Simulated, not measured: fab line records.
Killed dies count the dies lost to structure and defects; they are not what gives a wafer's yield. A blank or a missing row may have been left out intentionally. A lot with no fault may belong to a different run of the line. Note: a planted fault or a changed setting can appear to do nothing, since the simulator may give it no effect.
Matching of chambers | flow nand-harc | NHARC_A_STAIRCASE_ALD_415 on ald-hk-03 has 4 sister chambers
The step deposits SiO2, target thk 30 nm, pulse time 6 s, ald cycles 300. 8 wafers are shown with their chamber, then 7 later ones without.

## WAFERS, EACH WITH ITS CHAMBER
wafer  | chamber | heater-power-w (W) | precursor-pulse-height-rel
L183.2 | 2       | 508                | 0.983
L185.1 | 1       | 437                | 1.003
L185.5 | 2       | 496                | 1.001
L186.2 | 0       | 439                | 0.982
L186.3 | 1       | 438                | 1.042
L186.4 | 3       | 455                | 0.993
L200.1 | 0       | 484                | 1.020
L200.3 | 3       | 462                | 1.019

## WAFERS WHOSE CHAMBER IS MISSING
wafer  | heater-power-w (W) | precursor-pulse-height-rel
L200.6 | 423                | 1.004
L199.4 | 471                | 0.978
L199.5 | 433                | 0.991
L199.6 | 536                | 0.972
L201.3 | 438                | 1.015
L201.4 | 464                | 1.034
L201.5 | 551                | 0.993

## EACH ONE'S CHAMBER
wafer  | from the rows above               | in truth
L200.6 | can't be placed: 1 or 3 or 0      | 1
L199.4 | can't be placed: 0 or 3 or 2 or 1 | 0
L199.5 | can't be placed: 1 or 3 or 0      | 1
L199.6 | 2                                 | 2
L201.3 | can't be placed: 1 or 3 or 0      | 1
L201.4 | can't be placed: 3 or 0 or 1 or 2 | 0
L201.5 | 2                                 | 2
Correctly placed: 2 of 7. Not placeable from these rows: 5 (in 5, the candidates include the true chamber). Number placed wrongly: 0.
How it was worked out, from the rows above alone: a wafer's distance from a chamber is the root of the sum, over the readings, of the square of ((its reading less the chamber's mean) divided by the reading's scatter). If the next closest chamber is less than 2 further off than the closest, the wafer can't be placed; otherwise it belongs to the closest. The mean given for a chamber averages the wafers shown for that chamber. The scatter: take each reading less its chamber's mean, square it, sum over the shown wafers, divide by the number of wafers less the number of chambers, and take the root.
